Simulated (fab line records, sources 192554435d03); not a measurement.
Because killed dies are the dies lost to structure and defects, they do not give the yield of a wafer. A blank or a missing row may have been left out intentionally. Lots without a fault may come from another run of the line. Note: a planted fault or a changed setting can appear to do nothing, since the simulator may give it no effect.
Chamber matching | flow n5 finfet | 3 sister chambers for N5_BEOL_M14_DEP_53 on pecvd-02
The step deposits SiCN from 3MS/NH3, target thk 50 nm, time 17.8 s. 16 wafers are shown with their chamber, then 8 later ones without.

== WAFERS, EACH WITH ITS CHAMBER ==
wafer  | chamber | throttle valve pct (%) | showerhead plenum p Torr (Torr) | rf fwd power W (W)
L076.1 | 1       | 17.7                   | 4.175                           | 663.6
L076.5 | 2       | 16.5                   | 4.174                           | 667.5
L076.6 | 1       | 18.0                   | 4.183                           | 666.2
L079.4 | 2       | 16.8                   | 4.164                           | 669.4
L079.5 | 0       | 17.0                   | 4.141                           | 662.4
L079.6 | 1       | 17.9                   | 4.180                           | 667.3
L081.2 | 0       | 16.7                   | 4.146                           | 662.9
L081.5 | 1       | 17.5                   | 4.181                           | 663.6
L081.6 | 2       | 16.5                   | 4.179                           | 670.0
L080.1 | 0       | 16.9                   | 4.158                           | 662.0
L080.5 | 1       | 17.6                   | 4.188                           | 664.0
L080.6 | 2       | 16.4                   | 4.182                           | 668.3
L091.2 | 0       | 17.3                   | 4.152                           | 663.0
L091.3 | 2       | 16.5                   | 4.180                           | 665.7
L091.4 | 0       | 16.8                   | 4.152                           | 663.8
L095.1 | 0       | 16.7                   | 4.164                           | 663.7

SIGNATURES, as means of the wafers listed above
reading                  | chamber 0 | chamber 1 | chamber 2 | scatter within a chamber
throttle valve pct       | 16.900    | 17.740    | 16.540    | 0.201
showerhead plenum p Torr | 4.15217   | 4.18140   | 4.17580   | 0.00699
rf fwd power W           | 662.967   | 664.940   | 668.180   | 1.4
Rule: a wafer's distance from a chamber is the root of the sum, over the readings, of the square of ((its reading less the chamber's mean) divided by the reading's scatter). If the next closest chamber is less than 2 further off than the closest, the wafer can't be placed; otherwise it belongs to the closest. The scatter: take each reading less its chamber's mean, square it, sum over the shown wafers, divide by the number of wafers less the number of chambers, and take the root.

== WAFERS WITHOUT THEIR CHAMBER ==
wafer  | throttle valve pct (%) | showerhead plenum p Torr (Torr) | rf fwd power W (W)
L095.4 | 16.6                   | 4.148                           | 662.2
L095.6 | 17.8                   | 4.185                           | 667.3
L092.2 | 16.9                   | 4.152                           | 662.9
L092.5 | 16.9                   | 4.177                           | 668.4
L092.6 | 17.7                   | 4.181                           | 667.7
L096.3 | 17.6                   | 4.182                           | 668.9
L096.4 | 17.7                   | 4.185                           | 667.9
L096.5 | 16.9                   | 4.171                           | 667.4

== THE CHAMBER EACH PASSED THROUGH ==
wafer  | from the rows above | in truth
L095.4 | 0                   | 0
L095.6 | 1                   | 1
L092.2 | 0                   | 0
L092.5 | 2                   | 2
L092.6 | 1                   | 1
L096.3 | 1                   | 1
L096.4 | 1                   | 1
L096.5 | 2                   | 2
Correct placement for 8 of the 8. Not placeable from these rows: 0. Placed wrongly: 0.
